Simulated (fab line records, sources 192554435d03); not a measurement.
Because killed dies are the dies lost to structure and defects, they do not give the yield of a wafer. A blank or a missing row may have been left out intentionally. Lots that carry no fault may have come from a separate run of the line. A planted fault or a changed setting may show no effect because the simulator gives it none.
Matching of chambers ; flow n5-finfet ; rie-diel-01 running N5_DUMMY_REMOVAL_HM_STRIP_01: 4 sister chambers
The step strips SiNx in CH3F/O2, stops on poly-Si, target depth 4 nm, time 6.8 s. 24 wafers are shown with their chamber, then 12 later ones without.

== WAFERS, EACH WITH ITS CHAMBER ==
wafer;chamber;showerhead-plenum-p-Torr (Torr);drypump-motor-current-A (A);throttle-valve-pct (%)
L074.1;1;1.95;5.1;16.71
L074.5;2;1.95;5.4;16.37
L074.6;3;2.07;5.6;16.36
L079.1;3;2.07;5.6;16.38
L079.3;0;1.87;5.3;16.57
L079.4;1;1.95;5.1;16.70
L083.3;1;1.94;5.1;16.75
L083.4;2;1.95;5.4;15.92
L083.5;1;1.94;5.1;16.74
L084.1;2;1.95;5.4;15.93
L084.4;1;1.94;5.1;16.74
L084.6;2;1.94;5.4;15.91
L086.1;2;1.94;5.5;15.93
L086.2;1;1.94;5.1;16.75
L086.3;0;1.86;5.3;16.61
L088.1;1;1.94;5.1;16.76
L088.3;3;2.07;5.6;15.95
L088.5;1;1.94;5.1;16.76
L089.2;2;1.94;5.5;15.95
L089.3;3;2.07;5.6;15.94
L089.6;1;1.94;5.1;16.77
L090.1;3;2.06;5.6;15.95
L090.2;2;1.94;5.5;15.94
L090.6;1;1.94;5.1;16.78

SIGNATURES, as means of the wafers listed above
reading;chamber 0;chamber 1;chamber 2;chamber 3;scatter within a chamber
showerhead-plenum-p-Torr;1.8650;1.9420;1.9443;2.0680;0.0048
drypump-motor-current-A;5.300;5.100;5.443;5.600;0.0293
throttle-valve-pct;16.5900;16.7460;15.9929;16.1160;0.139
Rule: a wafer lies at a distance from a chamber equal to the root of the sum of squares, over the readings, of (its reading less the chamber's mean, divided by the reading's scatter). If the next closest chamber is less than 2 further off than the closest, the wafer can't be placed; otherwise it belongs to the closest. How the scatter is found: for the shown wafers, subtract from each reading the mean of its chamber, square and add these, divide the total by (wafers less chambers), then take the root.

== WAFERS WHOSE CHAMBER IS MISSING ==
wafer;showerhead-plenum-p-Torr (Torr);drypump-motor-current-A (A);throttle-valve-pct (%)
L092.2;1.94;5.1;16.76
L092.4;1.94;5.1;16.77
L092.6;2.06;5.6;15.96
L094.2;1.94;5.5;15.98
L094.3;2.06;5.6;15.97
L094.5;2.11;5.4;16.08
L095.1;2.11;5.3;16.10
L095.2;2.06;5.6;15.96
L095.4;1.93;5.1;16.80
L097.1;2.06;5.6;15.96
L097.4;2.11;5.3;16.09
L097.5;1.94;5.4;15.97

== THE CHAMBER EACH PASSED THROUGH ==
wafer;from the rows above;in truth
L092.2;1;1
L092.4;1;1
L092.6;3;3
L094.2;2;2
L094.3;3;3
L094.5;3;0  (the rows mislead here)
L095.1;3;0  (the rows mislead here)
L095.2;3;3
L095.4;1;1
L097.1;3;3
L097.4;3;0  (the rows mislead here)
L097.5;2;2
Correct placement for 9 of the 12. From these rows, 0 cannot be placed. Number placed wrongly: 3.
